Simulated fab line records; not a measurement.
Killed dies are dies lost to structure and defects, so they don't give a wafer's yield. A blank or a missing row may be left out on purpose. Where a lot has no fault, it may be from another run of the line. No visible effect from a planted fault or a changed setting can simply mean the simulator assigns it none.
Matching of chambers ; flow nand_harc ; NHARC_A_STAIRCASE_DEP_325 on pecvd-01: 3 sister chambers
The step deposits SiO2, target thk 3800 nm. 3 wafers are shown with their chamber, then 9 later ones without.

WAFERS WITH THEIR CHAMBER
wafer;chamber;heater_power_w (W)
L087.6;2;613
L091.3;1;759
L091.4;0;620

WAFERS WITH NO CHAMBER GIVEN
wafer;heater_power_w (W)
L093.2;604
L093.3;727
L093.6;691
L095.1;781
L095.2;819
L095.4;702
L097.1;837
L097.2;776
L097.5;696

EACH ONE'S CHAMBER
wafer;from the rows above;in truth
L093.2;can't be placed: 2 or 0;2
L093.3;can't be placed: 1 or 0 or 2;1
L093.6;can't be placed: 1 or 0 or 2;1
L095.1;1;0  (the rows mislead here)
L095.2;1;1
L095.4;can't be placed: 1 or 0 or 2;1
L097.1;1;1
L097.2;1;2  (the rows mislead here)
L097.5;can't be placed: 1 or 0 or 2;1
2 of 9 placed correctly. Cannot be placed on the basis of these rows: 5; the candidates contain the true chamber in 5. Wrongly placed: 2.
How it was worked out, from the rows above alone: a wafer's distance from a chamber is the root of the sum, over the readings, of the square of ((its reading less the chamber's mean) divided by the reading's scatter). The wafer belongs to the nearest chamber; if the next one is less than 2 further off, it can't be placed. A chamber's mean is the mean of its shown wafers. The scatter (one wafer shown for each chamber): square how far every hidden wafer sits from the nearest shown wafer, average those squares and take the square root.
